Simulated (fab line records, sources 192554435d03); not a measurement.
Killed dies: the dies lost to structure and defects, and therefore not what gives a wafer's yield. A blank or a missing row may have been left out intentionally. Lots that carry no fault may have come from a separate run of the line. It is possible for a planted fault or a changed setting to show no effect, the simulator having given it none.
Comparing a struck lot with a sound one || flow n5Finfet || 21 steps out of a route of 1938
Sound: these wafers, L802.1, L802.3, L802.6. The struck wafers were L801.2, L801.3, L801.6. At the end, the cause is stated.
Each step with rows lists, per side, the tool, then ch with its chambers, then its first start. Under that, the readings that differ: sound wafers || struck wafers || difference of the means || sigmas: that difference in standard deviations of wafers without a fault.
alike: words and numbers the same on both sides, and readings whose means are apart by under 2 such deviations; not compared: readings that were withheld, readings missing a value for some wafer, numbers with overlapping values and no deviation given by the record, and bounds like >300 which may hide the same value.
The two part at a step that has a row with sigmas, a row that says differs or no value, or rows on one side only. Numbers that don't overlap but have no deviation are shown without sigmas and don't part them. Lack of a reading on every wafer of one side parts them only where that side has two or more wafers.

first, 8 steps without rows for these wafers: N5_BEOL_M6_DESCUM_16 (chemistry O2, time 7.9 s); N5_BEOL_M6_ETCH_61 (etches SiARC in CF4, target depth 45.5 nm, time 75.8 s); N5_BEOL_M6_ETCH_62 (etches SOC in N2/H2, target depth 110 nm, overetch 22 nm, time 165 s); N5_BEOL_M6_STRIP_68 (strips in N2/H2); N5_BEOL_M6_STRIP_67 (strips in CF4); N5_BEOL_M6_HM_OPEN_17 (chemistry Cl2/BCl3, target TiN, target depth 20 nm, overetch 6 nm); N5_BEOL_M6_STRIP_19 (strips in O2); N5_BEOL_M6_COAT_63 (time 60 s, resist thk 60 nm).
N5_BEOL_M6_COAT_64: time 60 s, resist thk 12 nm.
  sound on lithoTrack-01 ch 0, day 14 19:16; struck on lithoTrack-02 ch 0, day 14 02:07
{"reading": "spinSpeedRpm (rpm)", "sound": "1500.6 1498.0 1498.2", "struck": "1724.9 1724.2 1724.8", "difference": "+225.7", "sigmas": "+99 or more"}
{"reading": "model.SiARC_of_BEOL_M6_COAT_64.thkNm (nm)", "sound": "12 12 12", "struck": "11.2 11.2 11.2", "difference": -0.8, "sigmas": ""}
then, 9 steps without rows for these wafers: N5_BEOL_M6_COAT_71 (time 60 s, resist thk 5 nm); N5_BEOL_M6_COAT_22 (resist thk 30 nm); N5_BEOL_M6_EBR_24; N5_BEOL_M6_SOFTBAKE_23 (time 60 s); N5_BEOL_M6_EXPOSE_25 (exposes mask V5, target cd 40 nm); N5_BEOL_M6_PEB_26 (peb time 60 s); N5_BEOL_M6_DEVELOP_27 (develop time 30 s); N5_BEOL_M6_DESCUM_33 (chemistry O2, time 7 s); N5_BEOL_M6_ETCH_72 (etches underlayer in N2/H2, target depth 6.5 nm, time 5.2 s).
N5_BEOL_M6_ETCH_65: etches SiARC in CF4, target depth 15.6 nm, time 26 s.
  sound on rieDiel-02 ch 2,3, day 14 19:43; struck on rieDiel-01 ch 1,2,3, day 14 02:58
{"reading": "model.etch.depthNm (nm)", "sound": "12.02 12.08 12.04", "struck": "11.2 11.16 11.17", "difference": -0.9, "sigmas": ""}
  alike: drypumpMotorCurrentA, etchRfOnTimeS, oesProductAu, rfVppV, showerheadPlenumPTorr, throttleValvePct
  not compared: rfHoursCounterH
N5_BEOL_M6_ETCH_66: etches SOC in N2/H2, target depth 80 nm, overetch 16 nm, time 120 s.
  sound on rieDiel-02 ch 2,3, day 14 19:44; struck on rieDiel-01 ch 1,2,3, day 14 02:59
{"reading": "model.SiARC_of_BEOL_M6_COAT_64.thkNm (nm)", "sound": "6.2 6.4 6.4", "struck": "5.6 5.8 5.6", "difference": -0.7, "sigmas": ""}
  alike: drypumpMotorCurrentA, oesProductAu, rfVppV, showerheadPlenumPTorr, throttleValvePct
  not compared: rfHoursCounterH
then, 1 step without rows for these wafers: N5_BEOL_M6_STRIP_69 (strips in N2/H2).

## WHERE THEY PART
N5_BEOL_M6_COAT_64 only, going by this record. Later steps at which nothing parts them and some readings are alike: N5_BEOL_M6_ETCH_65, N5_BEOL_M6_ETCH_66.

WHY: the cause the simulator had injected
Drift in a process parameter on lithoTrack-02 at N5_BEOL_M6_COAT_64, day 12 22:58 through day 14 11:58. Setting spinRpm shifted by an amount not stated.
